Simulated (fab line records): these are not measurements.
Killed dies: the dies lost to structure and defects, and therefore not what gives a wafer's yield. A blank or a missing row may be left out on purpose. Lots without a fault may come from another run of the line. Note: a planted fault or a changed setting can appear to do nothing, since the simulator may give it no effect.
fab line records    flow nand_harc
record lots=6  wafers=18  last_day=33
route steps=1302 shown A_ONON_D1@426 END@1302
lots with no fault: from the same line, run without faults
start_h: the number of hours between the record's first day and the start of the first shown wafer of the lot    wait_h: time in hours since the lot's previous step    " same as the row above    L1.1+2: one row covering several wafers at once    - no value, or no start given    * or withheld: withheld    < > ~ a bound
route shown NAME@n: a module of which the file shows steps, and the number in the route of the first    usual: the fault-free wafers' mean and standard deviation    same: alike in all rows    chamber/n: place in a boat    sites: the reading at each site    _std_site: standard deviation across them    _edge_site: the outer-site mean with the inner-site mean subtracted    radius_mm: for every site, how far away it sits from the centre of the wafer    mask NAME#n: copy n    behind: the last tool/chamber to shape the wafer    hold: cause of the lot's hold/its duration in hours/its outcome    device: whichever transistor did not switch (one of n, p or np)    end of line: the tests these same wafers got at the end of their route    where a step has no rows: the recipe by itself    killed: count of dies lost to structure and defects at first sort (not the wafer's yield)    map: a wafer's dies, marking killed ones x, the rest . and places with no die _
set.NAME: setting as actually run; set.NAME@STEP: the setting as run at that earlier step    model.NAME: the simulator's own value behind a step, which no gauge read
lots at selected steps of the route; one table per step, one row per wafer
services: a tool's chamber out of use, with start hour (start_h, from the record's first day; less than 0 if before it), hours out, and reason
## steps
# step NHARC_A_ONON_D1_DEP_03
# recipe target_thk_a=10000  n2_flow_sccm=2750  n2o_flow_sccm=2000  nh3_flow_sccm=500  sih4_flow_sccm=210  temp_c=400
# step NHARC_A_ONON_D1_THK_MEAS_05
# recipe thk_meas_gauge=ellipsometry
# usual thk_nm=1001/9
lot.wafer  tool           chamber  start_h  wait_h  thk_nm
L296.3     film_metro-02  -        176.42   -       1014
L296.4     "              -        "        "       1014
L296.6     "              -        "        "       1014
L304.1     film_metro-01  -        255.97   -       1016
L304.4     "              -        "        "       1017
L304.6     "              -        "        "       1016
L310.1     film_metro-01  -        306.99   -       1017
L310.5     "              -        "        "       1017
L310.6     "              -        "        "       1016
L309.1     film_metro-02  -        307.00   -       998
L309.4     "              -        "        "       999
L309.5     "              -        "        "       1000
L316.1     film_metro-02  -        367.85   -       1002
L316.2     "              -        "        "       1001
L316.6     "              -        "        "       1002
L315.1     film_metro-01  -        368.19   -       998
L315.4     "              -        "        "       996
L315.6     "              -        "        "       996
# step NHARC_A_ONON_D1_DEP_06
# recipe target_thk_a=10000  n2_flow_sccm=2750  n2o_flow_sccm=2000  nh3_flow_sccm=500  sih4_flow_sccm=210  temp_c=400
# step NHARC_A_ONON_D1_THK_MEAS_08
# recipe thk_meas_gauge=ellipsometry
# usual thk_nm=1000/7.9
lot.wafer  tool           chamber  start_h  wait_h  thk_nm
L296.3     film_metro-01  -        176.99   -       1006
L296.4     "              -        "        "       1007
L296.6     "              -        "        "       1007
L304.1     film_metro-02  -        256.54   -       1006
L304.4     "              -        "        "       1006
L304.6     "              -        "        "       1007
L310.1     film_metro-01  -        307.55   -       996
L310.5     "              -        "        "       996
L310.6     "              -        "        "       996
L309.1     film_metro-02  -        307.57   -       1013
L309.4     "              -        "        "       1013
L309.5     "              -        "        "       1012
L316.1     film_metro-02  -        368.41   -       997
L316.2     "              -        "        "       998
L316.6     "              -        "        "       998
L315.1     film_metro-02  -        368.76   -       1005
L315.4     "              -        "        "       1003
L315.6     "              -        "        "       1004
# step NHARC_A_ONON_D1_DEP_09
# recipe target_thk_a=10000  n2_flow_sccm=2750  n2o_flow_sccm=2000  nh3_flow_sccm=500  sih4_flow_sccm=210  temp_c=400
# step NHARC_A_ONON_D1_THK_MEAS_11
# recipe thk_meas_gauge=ellipsometry
# usual thk_nm=1002/11
lot.wafer  tool           chamber  start_h  wait_h  thk_nm
L296.3     film_metro-01  -        177.55   -       1009
L296.4     "              -        "        "       1009
L296.6     "              -        "        "       1008
L304.1     film_metro-02  -        257.11   -       999
L304.4     "              -        "        "       1000
L304.6     "              -        "        "       999
L310.1     film_metro-02  -        308.12   -       1009
L310.5     "              -        "        "       1008
L310.6     "              -        "        "       1005
L309.1     film_metro-01  -        308.14   -       1000
L309.4     "              -        "        "       1000
L309.5     "              -        "        "       999
L316.1     film_metro-01  -        368.98   -       987
L316.2     "              -        "        "       988
L316.6     "              -        "        "       986
L315.1     film_metro-01  -        369.32   -       1009
L315.4     "              -        "        "       1009
L315.6     "              -        "        "       1009
# step NHARC_A_ONON_D1_DEP_12
# recipe target_thk_a=10000  n2_flow_sccm=2750  n2o_flow_sccm=2000  nh3_flow_sccm=500  sih4_flow_sccm=210  temp_c=400
# step NHARC_A_ONON_D1_THK_MEAS_14
# recipe thk_meas_gauge=ellipsometry
# usual thk_nm=1002/14
lot.wafer  tool           chamber  start_h  wait_h  thk_nm
L296.3     film_metro-01  -        178.13   -       990
L296.4     "              -        "        "       989
L296.6     "              -        "        "       988
L304.1     film_metro-02  -        257.67   -       997
L304.4     "              -        "        "       996
L304.6     "              -        "        "       997
L310.1     film_metro-02  -        308.68   -       1012
L310.5     "              -        "        "       1013
L310.6     "              -        "        "       1012
L309.1     film_metro-01  -        308.71   -       994
L309.4     "              -        "        "       995
L309.5     "              -        "        "       994
L316.1     film_metro-02  -        369.55   -       999
L316.2     "              -        "        "       1000
L316.6     "              -        "        "       1000
L315.1     film_metro-02  -        369.88   -       996
L315.4     "              -        "        "       994
L315.6     "              -        "        "       993
# step NHARC_A_ONON_D1_ANNEAL_15
# recipe temp_c=750  time_s=3600
# step NHARC_A_ONON_D1_DEP_16
# recipe target_thk_a=10000  n2_flow_sccm=2750  n2o_flow_sccm=2000  nh3_flow_sccm=500  sih4_flow_sccm=210  temp_c=400
# step NHARC_A_ONON_D1_THK_MEAS_18
# recipe thk_meas_gauge=ellipsometry
# usual thk_nm=998/8.2
lot.wafer  tool           chamber  start_h  wait_h  thk_nm
L296.3     film_metro-01  -        187.12   -       1010
L296.4     "              -        "        "       1011
L296.6     "              -        "        "       1011
L304.1     film_metro-01  -        265.42   -       996
L304.4     "              -        "        "       994
L304.6     "              -        "        "       995
L310.1     film_metro-02  -        316.47   -       1010
L310.5     "              -        "        "       1009
L310.6     "              -        "        "       1012
L309.1     film_metro-01  -        316.47   -       1002
L309.4     "              -        "        "       1001
L309.5     "              -        "        "       1002
L316.1     film_metro-01  -        380.36   -       996
L316.2     "              -        "        "       996
L316.6     "              -        "        "       995
L315.1     film_metro-01  -        380.37   -       997
L315.4     "              -        "        "       995
L315.6     "              -        "        "       996
# step NHARC_A_ONON_D1_DEP_19
# recipe target_thk_a=10000  n2_flow_sccm=2750  n2o_flow_sccm=2000  nh3_flow_sccm=500  sih4_flow_sccm=210  temp_c=400
# usual n2_flow_sccm=2751/8.2  n2o_flow_sccm=2002/6  sih4_flow_sccm=210.1/0.67
lot.wafer  tool           chamber  start_h  wait_h  n2_flow_sccm  n2o_flow_sccm  sih4_flow_sccm
L296.3     pecvd_onon-04  0        187.29   0.2     2756          2002           209.1
L296.4     "              0        "        "       2759          2001           210.0
L296.6     "              0        "        "       2746          2000           209.9
L304.1     pecvd_onon-02  0        265.48   0.1     2749          1992           209.5
L304.4     "              0        "        "       2746          1984           209.7
L304.6     "              0        "        "       2761          1990           210.5
L310.1     pecvd_onon-03  -        316.52   0.1     -             -              -
L310.5     "              -        "        "       -             -              -
L310.6     "              -        "        "       -             -              -
L309.1     pecvd_onon-02  -        316.53   0.1     -             -              -
L309.4     "              -        "        "       -             -              -
L309.5     "              -        "        "       -             -              -
L316.1     pecvd_onon-04  0        380.42   0.1     2766          1997           211.1
L316.2     "              0        "        "       2765          1995           210.4
L316.6     "              0        "        "       2755          1993           209.8
L315.1     pecvd_onon-02  0        380.43   0.1     2762          2009           210.2
L315.4     "              0        "        "       2755          2008           209.9
L315.6     "              0        "        "       2739          2003           209.9
# step NHARC_END_SORT_01
# recipe temp_c=25
# usual killed_at_array=59/20  killed_at_other=0.8/1  killed_at_periphery=3.2/2.1  killed_dies=63/21  killed_open=3.0/1.9  killed_short=2.3/1.5
# same gross_dies=677
lot.wafer  tool       chamber  start_h  wait_h  killed_at_array  killed_at_other  killed_at_periphery  killed_dies  killed_open  killed_short
L304.1     prober-02  0        662.65   2.5     66               1                4                    71           4            0
L304.4     prober-02  0        665.06   3.4     67               1                7                    75           3            2
L304.6     prober-02  0        666.67   4.0     65               1                1                    67           0            3
L309.1     prober-01  0        701.43   2.5     671              0                6                    677          2            0
L309.4     prober-01  0        703.84   3.4     674              0                3                    677          3            4
L309.5     prober-01  0        704.64   3.7     675              1                1                    677          4            2
L310.1     prober-01  0        709.27   2.5     675              1                1                    677          2            3
L310.5     prober-01  0        712.43   3.7     676              0                1                    677          5            5
L310.6     prober-01  0        713.22   4.0     675              1                1                    677          5            3
L316.1     prober-01  0        787.49   2.5     52               1                1                    54           2            2
L316.2     prober-01  0        788.29   2.8     54               1                7                    62           2            3
L316.6     prober-01  0        791.50   4.0     47               0                2                    49           3            2
# killed by level:class
L304.1 A_SLIT:chamber_film_flake=26 A_CHANNEL_HOLE_D1:chamber_film_flake=17 A_CHANNEL_HOLE_D2:chamber_film_flake=13 A_CONTACT:chamber_film_flake=4 P_M2:chamber_film_flake=3 A_STAIRCASE:chamber_film_flake=3 A_BLC:geometric_particle:open=2 P_M1:geometric_particle:open=1
L304.4 A_SLIT:chamber_film_flake=31 A_CHANNEL_HOLE_D1:chamber_film_flake=24 A_CHANNEL_HOLE_D2:chamber_film_flake=6 P_M0:geometric_particle:open=2 P_M2:chamber_film_flake=2 A_CONTACT:chamber_film_flake=2 P_CONTACT:geometric_particle:short=1 P_M1:geometric_particle:open=1
L304.6 A_CHANNEL_HOLE_D1:chamber_film_flake=23 A_SLIT:chamber_film_flake=23 A_CHANNEL_HOLE_D2:chamber_film_flake=10 A_DECK1_JOINT:chamber_film_flake=4 A_DECK1_JOINT:geometric_particle:short=1 A_CHANNEL_FILL_D2:geometric_particle:short=1 A_BLC:geometric_particle:short=1 P_ZERO_WELL:chamber_film_flake=1
L309.1 A_ONON_D1:area_dep=606 A_CHANNEL_HOLE_D1:chamber_film_flake=29 A_CHANNEL_HOLE_D2:chamber_film_flake=22 A_CONTACT:chamber_film_flake=8 P_GATE:chamber_film_flake=3 P_M0:chamber_film_flake=2 A_SLIT:chamber_film_flake=2 A_CHANNEL_FILL_D2:geometric_particle:open=1
L309.4 A_ONON_D1:area_dep=608 A_CHANNEL_HOLE_D1:chamber_film_flake=27 A_CHANNEL_HOLE_D2:chamber_film_flake=19 A_CONTACT:chamber_film_flake=6 A_SLIT:chamber_film_flake=4 A_SGD_CUT:geometric_particle:short=2 P_M0:chamber_film_flake=2 A_CHANNEL_FILL_D1:chamber_film_flake=2
L309.5 A_ONON_D1:area_dep=608 A_CHANNEL_HOLE_D1:chamber_film_flake=28 A_CHANNEL_HOLE_D2:chamber_film_flake=20 A_CONTACT:chamber_film_flake=6 A_SLIT:chamber_film_flake=4 A_CHANNEL_FILL_D1:geometric_particle:open=2 A_CHANNEL_FILL_D1:chamber_film_flake=2 A_WL_FILL:chamber_film_flake=2
L310.1 A_ONON_D1:area_dep=646 A_CHANNEL_HOLE_D1:chamber_film_flake=10 A_SLIT:chamber_film_flake=4 A_ZERO_WELL:chamber_film_flake=2 A_DECK1_JOINT:chamber_film_flake=2 A_SGD_CUT:chamber_film_flake=2 A_WL_FILL:chamber_film_flake=2 P_GATE:geometric_particle:open=1
L310.5 A_ONON_D1:area_dep=645 A_CHANNEL_HOLE_D1:chamber_film_flake=16 A_DECK1_JOINT:geometric_particle:open=2 A_CHANNEL_FILL_D2:geometric_particle:short=2 A_SLIT:chamber_film_flake=2 P_M1:geometric_particle:open=1 A_ONON_D1:geometric_particle:short=1 A_ONON_D2:geometric_particle:open=1
L310.6 A_ONON_D1:area_dep=648 A_CHANNEL_HOLE_D1:chamber_film_flake=11 A_CONTACT:chamber_film_flake=3 A_M0:geometric_particle:open=2 A_DECK1_JOINT:chamber_film_flake=2 A_SLIT:chamber_film_flake=2 A_ONON_D1:geometric_particle:short=1 A_CHANNEL_FILL_D1:geometric_particle:open=1
L316.1 A_SLIT:chamber_film_flake=24 A_CHANNEL_HOLE_D1:chamber_film_flake=14 A_CONTACT:chamber_film_flake=6 A_CHANNEL_HOLE_D2:chamber_film_flake=2 P_M0:geometric_particle:open=1 A_SGD_CUT:geometric_particle:short=1 A_WL_FILL:geometric_particle:short=1 A_WL_FILL:geometric_particle:open=1
L316.2 A_SLIT:chamber_film_flake=30 A_CHANNEL_HOLE_D1:chamber_film_flake=9 A_CONTACT:chamber_film_flake=4 P_GATE:chamber_film_flake=3 P_ZERO_WELL:chamber_film_flake=2 A_BLC:chamber_film_flake=2 P_M2:geometric_particle:short=1 A_ONON_D1:geometric_particle:short=1
L316.6 A_SLIT:chamber_film_flake=22 A_CHANNEL_HOLE_D1:chamber_film_flake=11 A_CONTACT:chamber_film_flake=4 A_STAIRCASE:chamber_film_flake=3 P_STI:geometric_particle:short=1 A_ONON_D2:geometric_particle:open=1 A_WL_FILL:geometric_particle:open=1 A_WL_FILL:geometric_particle:short=1
# map L309.1 (x killed, . not)
____________x____________
_________xxxxxxx_________
_______xxxxxxxxxxx_______
______xxxxxxxxxxxxx______
_____xxxxxxxxxxxxxxx_____
____xxxxxxxxxxxxxxxxx____
____xxxxxxxxxxxxxxxxx____
___xxxxxxxxxxxxxxxxxxx___
___xxxxxxxxxxxxxxxxxxx___
__xxxxxxxxxxxxxxxxxxxxx__
__xxxxxxxxxxxxxxxxxxxxx__
_xxxxxxxxxxxxxxxxxxxxxxx_
_xxxxxxxxxxxxxxxxxxxxxxx_
_xxxxxxxxxxxxxxxxxxxxxxx_
_xxxxxxxxxxxxxxxxxxxxxxx_
_xxxxxxxxxxxxxxxxxxxxxxx_
xxxxxxxxxxxxxxxxxxxxxxxxx
xxxxxxxxxxxxxxxxxxxxxxxxx
xxxxxxxxxxxxxxxxxxxxxxxxx
xxxxxxxxxxxxxxxxxxxxxxxxx
xxxxxxxxxxxxxxxxxxxxxxxxx
_xxxxxxxxxxxxxxxxxxxxxxx_
_xxxxxxxxxxxxxxxxxxxxxxx_
_xxxxxxxxxxxxxxxxxxxxxxx_
_xxxxxxxxxxxxxxxxxxxxxxx_
_xxxxxxxxxxxxxxxxxxxxxxx_
__xxxxxxxxxxxxxxxxxxxxx__
__xxxxxxxxxxxxxxxxxxxxx__
___xxxxxxxxxxxxxxxxxxx___
___xxxxxxxxxxxxxxxxxxx___
____xxxxxxxxxxxxxxxxx____
____xxxxxxxxxxxxxxxxx____
_____xxxxxxxxxxxxxxx_____
______xxxxxxxxxxxxx______
_______xxxxxxxxxxx_______
_________xxxxxxx_________
____________x____________
# map L310.1 (x killed, . not)
____________x____________
_________xxxxxxx_________
_______xxxxxxxxxxx_______
______xxxxxxxxxxxxx______
_____xxxxxxxxxxxxxxx_____
____xxxxxxxxxxxxxxxxx____
____xxxxxxxxxxxxxxxxx____
___xxxxxxxxxxxxxxxxxxx___
___xxxxxxxxxxxxxxxxxxx___
__xxxxxxxxxxxxxxxxxxxxx__
__xxxxxxxxxxxxxxxxxxxxx__
_xxxxxxxxxxxxxxxxxxxxxxx_
_xxxxxxxxxxxxxxxxxxxxxxx_
_xxxxxxxxxxxxxxxxxxxxxxx_
_xxxxxxxxxxxxxxxxxxxxxxx_
_xxxxxxxxxxxxxxxxxxxxxxx_
xxxxxxxxxxxxxxxxxxxxxxxxx
xxxxxxxxxxxxxxxxxxxxxxxxx
xxxxxxxxxxxxxxxxxxxxxxxxx
xxxxxxxxxxxxxxxxxxxxxxxxx
xxxxxxxxxxxxxxxxxxxxxxxxx
_xxxxxxxxxxxxxxxxxxxxxxx_
_xxxxxxxxxxxxxxxxxxxxxxx_
_xxxxxxxxxxxxxxxxxxxxxxx_
_xxxxxxxxxxxxxxxxxxxxxxx_
_xxxxxxxxxxxxxxxxxxxxxxx_
__xxxxxxxxxxxxxxxxxxxxx__
__xxxxxxxxxxxxxxxxxxxxx__
___xxxxxxxxxxxxxxxxxxx___
___xxxxxxxxxxxxxxxxxxx___
____xxxxxxxxxxxxxxxxx____
____xxxxxxxxxxxxxxxxx____
_____xxxxxxxxxxxxxxx_____
______xxxxxxxxxxxxx______
_______xxxxxxxxxxx_______
_________xxxxxxx_________
____________x____________
## services
tool           chamber  start_h  hours  kind
pecvd_onon-02  -        185.53   13.0   pm
pecvd_onon-03  -        230.63   13.0   pm
pecvd_onon-04  -        311.46   13.0   pm
pecvd_onon-02  -        327.18   0.1    repair
pecvd_onon-02  -        366.53   13.0   pm
## key
first_sign step=NHARC_A_ONON_D1_DEP_19  reading=tool_record  direction=missing
effect step=NHARC_END_SORT_01  reading=killed_at_array  direction=up  sigmas=30  usual=59  struck=674
more_kills_born_at NHARC_A_ONON_D1_DEP_19@pecvd_onon-03=1939  NHARC_A_ONON_D1_DEP_19@pecvd_onon-02=1822
met_at NHARC_A_ONON_D1_DEP_19
struck_wafers L309.1,L309.4,L309.5,L310.1,L310.5,L310.6
later_rows_left_out L309.1,L309.4,L309.5,L310.1,L310.5,L310.6
tester_left_out L309,L310
onset_between 265.48 316.52
fault kind=skipped_step_whole  tool=pecvd_onon-02,pecvd_onon-03  chamber=-  onset_h=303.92  steps=NHARC_A_ONON_D1_DEP_19  scope=struck_lots_only
# tester_left_out: of these lots the tester's yield and bins aren't shown, on N5 and GAA mostly nor the transistor test; their killed dies are dies lost to structure and defects alone, not to doping, threshold or leakage, so they don't give the yield
# later_rows_left_out: the simulator's readings of these wafers behind a module that went badly wrong aren't trusted and aren't shown, but for the sort
